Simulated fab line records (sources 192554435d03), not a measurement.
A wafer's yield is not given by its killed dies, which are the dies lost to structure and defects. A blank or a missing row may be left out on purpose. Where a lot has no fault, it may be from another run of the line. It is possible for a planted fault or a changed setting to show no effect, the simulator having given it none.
fab line records -- flow n5_finfet
record: lots: 6, wafers: 18, last_day: 19
route steps=1938 shown BEOL_M12@1644 PASSIVATION@1936
lots that met no fault: taken from a fault-free run of the same line
start_h: start of the lot's first displayed wafer, in hours after the record's first day -- wait_h: time in hours since the lot's previous step -- " repeats the value in the row above -- L1.1+2: a row that stands for several wafers -- - no value, or no start given -- * or withheld: withheld -- < > ~ a bound
route shown NAME@n: names a module that has steps shown in the file, with the first one's number in the route -- usual: average and standard deviation across the fault-free wafers -- same: alike in all rows -- chamber/n: place in a boat -- sites: the reading at each site -- _std_site: standard deviation across them -- _edge_site: outer sites' mean less inner sites' -- radius_mm: how far each site lies from the wafer's centre -- mask NAME#n: copy n -- behind: the last tool/chamber to shape the wafer -- hold: reason for holding the lot/hours on hold/outcome of the hold -- device: the transistor (n, p or np) that didn't switch -- end of line: the same wafers' tests at the end of the route -- a step with no rows: only its recipe -- killed: not the wafer's yield, but the dies lost to structure and defects at the first sort -- map: per-die view of a wafer (x killed, . not killed, _ where there is no die)
set.NAME: the run value of the setting; set.NAME@STEP: its run value at that earlier step -- model.NAME: the simulator's own value behind a step, which no gauge read
certain route steps with their lots: each step a table, each wafer a row
services: a tool's chamber out of use, with start hour (start_h, from the record's first day; less than 0 if before it), hours out, and reason
== steps ==
step: N5_BEOL_M12_PRECLEAN_39
recipe: chemistry: residue_remover, time_s: 60, temp_c: 40
step: N5_BEOL_M12_SRD_40
recipe: time_s: 30, temp_c: 23, rinse_liquid: diw, dry: n2_spin, spin_rpm: 1500, dry_time_s: 30
step: N5_BEOL_M12_DEGAS_41
recipe: ambient: vacuum, temp_c: 250, time_s: 60
step: N5_BEOL_M12_PRE_CLEAN_42
recipe: gas: H2/He, time_s: 30, temp_c: 250
usual: heater_power_w: 319/20
lot.wafer,tool,chamber,start_h,wait_h,heater_power_w
L138.1,pvd_sputter-02,-,339.56,0.0,308
L138.3,pvd_sputter-02,-,339.56,0.0,289
L138.6,pvd_sputter-02,-,339.56,0.0,309
L137.2,pvd_sputter-01,-,340.31,0.0,337
L137.4,pvd_sputter-01,-,340.31,0.0,342
L137.5,pvd_sputter-01,-,340.31,0.0,336
L139.4,pvd_sputter-02,-,341.38,0.0,302
L139.5,pvd_sputter-02,-,341.38,0.0,306
L139.6,pvd_sputter-02,-,341.38,0.0,290
L145.2,pvd_sputter-02,-,385.36,0.0,307
L145.4,pvd_sputter-02,-,385.36,0.0,329
L145.5,pvd_sputter-02,-,385.36,0.0,280
L148.3,pvd_sputter-02,-,412.61,0.0,317
L148.5,pvd_sputter-02,-,412.61,0.0,291
L148.6,pvd_sputter-02,-,412.61,0.0,298
L149.1,pvd_sputter-03,-,413.44,0.0,322
L149.3,pvd_sputter-03,-,413.44,0.0,333
L149.4,pvd_sputter-03,-,413.44,0.0,341
step: N5_BEOL_M12_SPUTTER_43
recipe: material: TaN, target_thk_a: 150, temp_c: 50, bias_v: 168.6, power_w: 15000, chamber_pressure_pa: 0.12, time_s: 24.19
usual: throttle_valve_pct: 30.0/0.66
lot.wafer,tool,chamber,start_h,wait_h,throttle_valve_pct
L138.1,pvd_sputter-02,-,339.60,0.0,30.2
L138.3,pvd_sputter-02,-,339.60,0.0,29.5
L138.6,pvd_sputter-02,-,339.60,0.0,29.3
L137.2,pvd_sputter-01,-,340.35,0.0,30.2
L137.4,pvd_sputter-01,-,340.35,0.0,29.9
L137.5,pvd_sputter-01,-,340.35,0.0,30.1
L139.4,pvd_sputter-02,-,341.42,0.0,30.4
L139.5,pvd_sputter-02,-,341.42,0.0,30.1
L139.6,pvd_sputter-02,-,341.42,0.0,29.5
L145.2,pvd_sputter-02,-,385.40,0.0,30.3
L145.4,pvd_sputter-02,-,385.40,0.0,31.3
L145.5,pvd_sputter-02,-,385.40,0.0,29.9
L148.3,pvd_sputter-02,-,412.65,0.0,30.4
L148.5,pvd_sputter-02,-,412.65,0.0,29.6
L148.6,pvd_sputter-02,-,412.65,0.0,30.2
L149.1,pvd_sputter-03,-,413.48,0.0,28.9
L149.3,pvd_sputter-03,-,413.48,0.0,31.3
L149.4,pvd_sputter-03,-,413.48,0.0,29.9
step: N5_BEOL_M12_SPUTTER_44
recipe: material: Ta, target_thk_a: 100, temp_c: 50, bias_v: 80, power_w: 15000, chamber_pressure_pa: 0.07, time_s: 16.13
usual: throttle_valve_pct: 30.0/0.64
lot.wafer,tool,chamber,start_h,wait_h,throttle_valve_pct
L138.1,pvd_sputter-02,-,339.68,0.0,30.1
L138.3,pvd_sputter-02,-,339.68,0.0,29.9
L138.6,pvd_sputter-02,-,339.68,0.0,29.2
L137.2,pvd_sputter-01,-,340.43,0.0,30.0
L137.4,pvd_sputter-01,-,340.43,0.0,29.9
L137.5,pvd_sputter-01,-,340.43,0.0,29.8
L139.4,pvd_sputter-02,-,341.50,0.0,30.0
L139.5,pvd_sputter-02,-,341.50,0.0,30.1
L139.6,pvd_sputter-02,-,341.50,0.0,29.7
L145.2,pvd_sputter-02,-,385.48,0.0,29.9
L145.4,pvd_sputter-02,-,385.48,0.0,31.0
L145.5,pvd_sputter-02,-,385.48,0.0,29.5
L148.3,pvd_sputter-02,-,412.73,0.0,30.1
L148.5,pvd_sputter-02,-,412.73,0.0,29.4
L148.6,pvd_sputter-02,-,412.73,0.0,30.2
L149.1,pvd_sputter-03,-,413.56,0.0,28.7
L149.3,pvd_sputter-03,-,413.56,0.0,31.0
L149.4,pvd_sputter-03,-,413.56,0.0,30.1
step: N5_BEOL_M12_SPUTTER_45
recipe: material: Cu, target_thk_a: 800, temp_c: -20, bias_v: 60, power_w: 26000, chamber_pressure_pa: 0.13, time_s: 13.33
usual: chuck_gas_flow_sccm: 1.27/0.058, throttle_valve_pct: 30.0/0.65
lot.wafer,tool,chamber,start_h,wait_h,chuck_gas_flow_sccm,throttle_valve_pct
L138.1,pvd_sputter-02,-,339.76,0.0,1.14,30.2
L138.3,pvd_sputter-02,-,339.76,0.0,1.33,29.8
L138.6,pvd_sputter-02,-,339.76,0.0,1.30,29.1
L137.2,pvd_sputter-01,-,340.51,0.0,1.29,29.9
L137.4,pvd_sputter-01,-,340.51,0.0,1.28,30.1
L137.5,pvd_sputter-01,-,340.51,0.0,1.31,29.9
L139.4,pvd_sputter-02,-,341.58,0.0,1.25,30.2
L139.5,pvd_sputter-02,-,341.58,0.0,1.21,30.1
L139.6,pvd_sputter-02,-,341.58,0.0,1.28,29.7
L145.2,pvd_sputter-02,-,385.56,0.0,1.25,30.2
L145.4,pvd_sputter-02,-,385.56,0.0,1.24,31.1
L145.5,pvd_sputter-02,-,385.56,0.0,1.38,29.8
L148.3,pvd_sputter-02,-,412.81,0.0,1.25,30.1
L148.5,pvd_sputter-02,-,412.81,0.0,1.28,29.8
L148.6,pvd_sputter-02,-,412.81,0.0,1.27,30.2
L149.1,pvd_sputter-03,-,413.64,0.0,1.23,28.7
L149.3,pvd_sputter-03,-,413.64,0.0,1.30,31.0
L149.4,pvd_sputter-03,-,413.64,0.0,1.19,30.0
step: N5_BEOL_M12_ECD_47
recipe: material: Cu, target_thk_a: 7200
step: N5_BEOL_M12_ANNEAL_48
recipe: temp_c: 225, time_s: 90, ambient: N2
usual: wafer_temp_C_max: 226.1/0.35
lot.wafer,tool,chamber,start_h,wait_h,wafer_temp_C_max
L138.1,rtp_anneal-01,0,340.16,0.2,226.2
L138.3,rtp_anneal-01,0,340.16,0.2,225.4
L138.6,rtp_anneal-01,0,340.16,0.2,225.9
L137.2,rtp_anneal-01,0,340.87,0.2,226.1
L137.4,rtp_anneal-01,0,340.87,0.2,225.8
L137.5,rtp_anneal-01,0,340.87,0.2,225.9
L139.4,rtp_anneal-01,0,341.98,0.2,225.9
L139.5,rtp_anneal-01,0,341.98,0.2,225.7
L139.6,rtp_anneal-01,0,341.98,0.2,226.0
L145.2,rtp_anneal-02,0,385.87,0.1,226.3
L145.4,rtp_anneal-02,0,385.87,0.1,226.6
L145.5,rtp_anneal-02,0,385.87,0.1,227.1
L148.3,rtp_anneal-02,0,413.16,0.2,226.4
L148.5,rtp_anneal-02,0,413.16,0.2,226.5
L148.6,rtp_anneal-02,0,413.16,0.2,226.2
L149.1,rtp_anneal-02,0,413.90,0.1,226.8
L149.3,rtp_anneal-02,0,413.90,0.1,225.9
L149.4,rtp_anneal-02,0,413.90,0.1,225.7
step: N5_BEOL_M12_CMP_49
recipe: stop_on: SiOC, t_overpolish_s: 20.6, down_force_psi: 1, platen_rpm: 50, clearing_platen_down_force_psi: 1.5, clearing_platen_rpm: 50, post_cmp_clean: cu_alkaline, target_thk_nm: 320, clearing_platen_pad_velocity_m_s: 0.99484, pad_velocity_m_s: 0.99484
step: N5_BEOL_M12_THK_MEAS_50
recipe: thk_meas_gauge: xrf, reads: Cu_of_BEOL_M12_ECD_47
usual: M12_THK: 313/6
lot.wafer,tool,chamber,start_h,wait_h,M12_THK[nm]
L138.1,film_metro-01,-,340.75,-,314
L138.3,film_metro-01,-,340.75,-,323
L138.6,film_metro-01,-,340.75,-,322
L137.2,film_metro-01,-,341.41,-,307
L137.4,film_metro-01,-,341.41,-,312
L137.5,film_metro-01,-,341.41,-,314
L139.4,film_metro-01,-,342.45,-,322
L139.5,film_metro-01,-,342.45,-,313
L139.6,film_metro-01,-,342.45,-,321
L145.2,film_metro-01,-,386.41,-,314
L145.4,film_metro-01,-,386.41,-,306
L145.5,film_metro-01,-,386.41,-,312
L148.3,film_metro-01,-,413.74,-,312
L148.5,film_metro-01,-,413.74,-,315
L148.6,film_metro-01,-,413.74,-,309
L149.1,film_metro-02,-,414.49,-,310
L149.3,film_metro-02,-,414.49,-,307
L149.4,film_metro-02,-,414.49,-,303
step: N5_BEOL_M12_PRE_CLEAN_52
recipe: gas: NH3, time_s: 15, temp_c: withheld, rf_power_w: 300
step: N5_BEOL_M12_DEP_53
recipe: material: SiCN, target_thk_a: 300, temp_c: withheld, precursor: 3MS/NH3, pressure_torr: 3, rf_w: 675, time_s: 10.5
usual: showerhead_plenum_p_Torr: 4.149/0.019, throttle_valve_pct: 18.1/0.93
lot.wafer,tool,chamber,start_h,wait_h,showerhead_plenum_p_Torr,throttle_valve_pct,model.SiCN_of_BEOL_M12_DEP_53.thk_nm
L138.1,pecvd-03,1,340.81,0.0,4.125,19.5,30
L138.3,pecvd-03,0,340.81,0.0,4.148,19.2,30
L138.6,pecvd-03,1,340.81,0.0,4.121,19.2,30.2
L137.2,pecvd-03,1,341.48,0.0,4.115,19.4,30
L137.4,pecvd-03,0,341.48,0.0,4.140,19.3,30.2
L137.5,pecvd-03,2,341.48,0.0,4.162,16.8,52.2
L139.4,pecvd-03,2,342.53,0.0,4.169,17.4,52.8
L139.5,pecvd-03,0,342.53,0.0,4.133,19.3,30.8
L139.6,pecvd-03,1,342.53,0.0,4.135,19.3,30.4
L145.2,pecvd-02,2,386.48,0.0,4.162,17.4,30.8
L145.4,pecvd-02,1,386.48,0.0,4.180,17.4,30.4
L145.5,pecvd-02,0,386.48,0.0,4.116,17.2,30.4
L148.3,pecvd-04,1,413.80,0.0,4.140,17.4,30
L148.5,pecvd-04,1,413.80,0.0,4.142,17.5,30.2
L148.6,pecvd-04,0,413.80,0.0,4.136,17.0,29.4
L149.1,pecvd-04,2,414.55,0.0,4.171,17.7,29.4
L149.3,pecvd-04,1,414.55,0.0,4.144,17.6,30.8
L149.4,pecvd-04,2,414.55,0.0,4.188,17.6,29.8
step: N5_BEOL_M12_RS_MEAS_54
recipe: thk_meas_gauge: four-point-probe, reads: Cu_of_BEOL_M12_ECD_47+Ta_of_BEOL_M12_SPUTTER_44+TaN_of_BEOL_M12_SPUTTER_43
usual: M12_RS: 0.0594/0.0011
lot.wafer,tool,chamber,start_h,wait_h,M12_RS[ohm/sq]
L138.1,film_metro-02,-,340.88,0.0,0.0592
L138.3,film_metro-02,-,340.88,0.0,0.0576
L138.6,film_metro-02,-,340.88,0.0,0.0580
L137.2,film_metro-01,-,341.54,0.0,0.0611
L137.4,film_metro-01,-,341.54,0.0,0.0599
L137.5,film_metro-01,-,341.54,0.0,0.0595
L139.4,film_metro-02,-,342.58,0.0,0.0580
L139.5,film_metro-02,-,342.58,0.0,0.0600
L139.6,film_metro-02,-,342.58,0.0,0.0581
L145.2,film_metro-01,-,386.54,0.0,0.0594
L145.4,film_metro-01,-,386.54,0.0,0.0608
L145.5,film_metro-01,-,386.54,0.0,0.0597
L148.3,film_metro-02,-,413.86,0.0,0.0592
L148.5,film_metro-02,-,413.86,0.0,0.0589
L148.6,film_metro-02,-,413.86,0.0,0.0597
L149.1,film_metro-02,-,414.61,0.0,0.0590
L149.3,film_metro-02,-,414.61,0.0,0.0598
L149.4,film_metro-02,-,414.61,0.0,0.0606
step: N5_PASSIVATION_PROBE_49
usual: defect_limited_yield: 91.0/1.4, killed_at_M0_to_M3: 34/10, killed_at_M4_up: 15/5.5, killed_at_contacts: 12/6.1, killed_at_front_end: 41/12, killed_at_other: 4/3.4, killed_dies: 106/17, killed_open: 70/13, killed_short: 34/7.4, sort_bin_4_leakage: 0.01/0.065, sort_bin_5_function: 5.3/1, sort_bin_6_memory: 3.4/0.69, sort_bin_8_speed: 0.03/0.22, sort_n_pass: 1073/17, sort_yield_pct: 91.0/1.4
same: gross_dies: 1180, killed_at_back_side: 0
lot.wafer,tool,chamber,start_h,wait_h,defect_limited_yield[%],killed_at_M0_to_M3,killed_at_M4_up,killed_at_contacts,killed_at_front_end,killed_at_other,killed_dies,killed_open,killed_short,sort_bin_4_leakage[%],sort_bin_5_function[%],sort_bin_6_memory[%],sort_bin_8_speed[%],sort_n_pass,sort_yield_pct[%]
L138.1,prober-01,-,379.96,0.0,92.2,40,7,4,39,2,92,62,30,0,4.1,3.4,0,1088,92.2
L138.3,prober-01,-,380.06,0.1,89.6,52,10,4,53,4,123,76,47,0,6.2,4.0,0,1057,89.6
L138.6,prober-01,-,380.21,0.3,89.2,47,15,2,60,3,127,81,45,0,7.0,3.3,0,1053,89.2
L139.4,prober-01,-,390.71,0.2,89.8,19,17,31,50,3,120,81,39,0,6.4,3.5,0,1060,89.8
L139.5,prober-01,-,390.76,0.2,90.3,30,21,17,42,4,114,73,39,0,5.5,3.9,0,1066,90.3
L139.6,prober-01,-,390.81,0.3,89.5,33,31,12,41,7,124,82,39,0,5.8,4.2,0.08,1056,89.5
L145.2,prober-02,-,431.02,0.1,91.8,23,14,9,46,5,97,61,28,0,4.5,3.0,0,1083,91.8
L145.4,prober-02,-,431.12,0.2,92.5,31,13,14,26,4,88,61,25,0,4.1,3.1,0,1092,92.5
L145.5,prober-02,-,431.17,0.2,90.3,48,11,25,25,5,114,89,23,0,6.4,3.0,0,1066,90.3
killed by level:class
L138.1 STI_FIN_REVEAL:geometric_particle:open=13 BEOL_M0_SAQP:geometric_particle:short=10 BEOL_M0_SAQP:geometric_particle:open=9 FIN_SAQP:geometric_particle:open=7 BEOL_M2:geometric_particle:open=7 BEOL_M1:geometric_particle:open=5 FIN_SAQP:geometric_particle:short=4 FIN_CUT:geometric_particle:open=2
L138.3 FIN_SAQP:geometric_particle:short=16 FIN_SAQP:geometric_particle:open=13 BEOL_M2:geometric_particle:open=13 BEOL_M0_SAQP:geometric_particle:short=10 BEOL_M3:geometric_particle:open=9 BEOL_M0_SAQP:geometric_particle:open=8 BEOL_M1:geometric_particle:open=7 STI_FIN_REVEAL:geometric_particle:open=5
L138.6 FIN_SAQP:geometric_particle:short=17 FIN_SAQP:geometric_particle:open=16 BEOL_M0_SAQP:geometric_particle:short=13 BEOL_M0_SAQP:geometric_particle:open=12 STI_FIN_REVEAL:geometric_particle:open=9 BEOL_M1:geometric_particle:open=7 BEOL_M2:geometric_particle:open=6 BEOL_M4:geometric_particle:open=6
L139.4 MOL_CONTACT_COAG:geometric_particle:open=22 FIN_SAQP:geometric_particle:short=10 STI_FIN_REVEAL:geometric_particle:open=10 MOL_CONTACT_COAG:geometric_particle:short=9 FIN_SAQP:geometric_particle:open=7 STARTING-WAFER:geometric_particle:open=6 BEOL_M4:geometric_particle:open=5 BEOL_M8:geometric_particle:open=5
L139.5 FIN_SAQP:geometric_particle:short=18 BEOL_M4:geometric_particle:open=13 MOL_CONTACT_COAG:geometric_particle:open=12 BEOL_M3:geometric_particle:open=9 STI_FIN_REVEAL:geometric_particle:open=8 BEOL_M0_SAQP:geometric_particle:open=7 DUMMY_GATE:geometric_particle:open=6 MOL_CONTACT_COAG:geometric_particle:short=5
L139.6 BEOL_M4:geometric_particle:open=20 FIN_SAQP:geometric_particle:short=10 MOL_CONTACT_COAG:geometric_particle:open=10 FIN_SAQP:geometric_particle:open=7 GATE_CUT:geometric_particle:short=7 BEOL_M3:geometric_particle:open=7 BEOL_M0_SAQP:geometric_particle:open=6 DUMMY_GATE:geometric_particle:open=5
L145.2 STI_FIN_REVEAL:geometric_particle:open=12 MOL_CONTACT_COAG:geometric_particle:open=8 FIN_SAQP:geometric_particle:open=5 STARTING-WAFER:geometric_particle:open=5 BEOL_M0_SAQP:geometric_particle:short=5 BEOL_M0_SAQP:geometric_particle:open=5 BEOL_M1:geometric_particle:open=5 HKMG_FIN:area_etch=5
L145.4 MOL_CONTACT_COAG:geometric_particle:open=11 BEOL_M1:geometric_particle:open=9 FIN_SAQP:geometric_particle:open=7 STI_FIN_REVEAL:geometric_particle:open=7 BEOL_M4:geometric_particle:open=7 BEOL_M0_SAQP:geometric_particle:open=6 BEOL_M2:geometric_particle:open=6 BEOL_M0_SAQP:geometric_particle:short=4
L145.5 MOL_CONTACT_COAG:geometric_particle:open=22 BEOL_M0_SAQP:geometric_particle:open=14 STI_FIN_REVEAL:geometric_particle:open=12 BEOL_M0_SAQP:geometric_particle:short=10 BEOL_M1:geometric_particle:open=9 BEOL_M4:geometric_particle:open=8 BEOL_M0:geometric_particle:open=6 FIN_SAQP:geometric_particle:open=4
== services ==
tool,chamber,start_h,hours,kind
pecvd-03,-,332.55,0.9,repair
pecvd-03,-,334.37,1.9,repair
pecvd-04,0,346.67,22.1,repair
pecvd-04,1,346.77,2.1,scheduled_down
pecvd-03,2,356.17,2.1,scheduled_down
pecvd-04,1,383.62,-,clean
pecvd-04,1,383.62,-,consumable_replace:showerhead
pecvd-04,1,383.62,29.0,scheduled_down
pecvd-04,1,383.62,29.0,vent_cycle
pecvd-04,2,391.97,5.5,scheduled_down
pecvd-02,2,412.96,-,calibration
pecvd-02,-,414.00,1.2,repair
== key ==
first_sign none at tools or gauges
model_effect: step: N5_BEOL_M12_DEP_53, value: SiCN_of_BEOL_M12_DEP_53.thk_nm, without: 30.4, struck: 52.5
met_at N5_BEOL_M12_DEP_53
struck_wafers L137.5,L139.4
fault: kind: process_parameter_drift, tool: pecvd-03, chamber: 2, onset_h: 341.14, steps: N5_BEOL_M12_DEP_53, channel: time_s, offset: *, shape: step, acts_in: *, stated: *
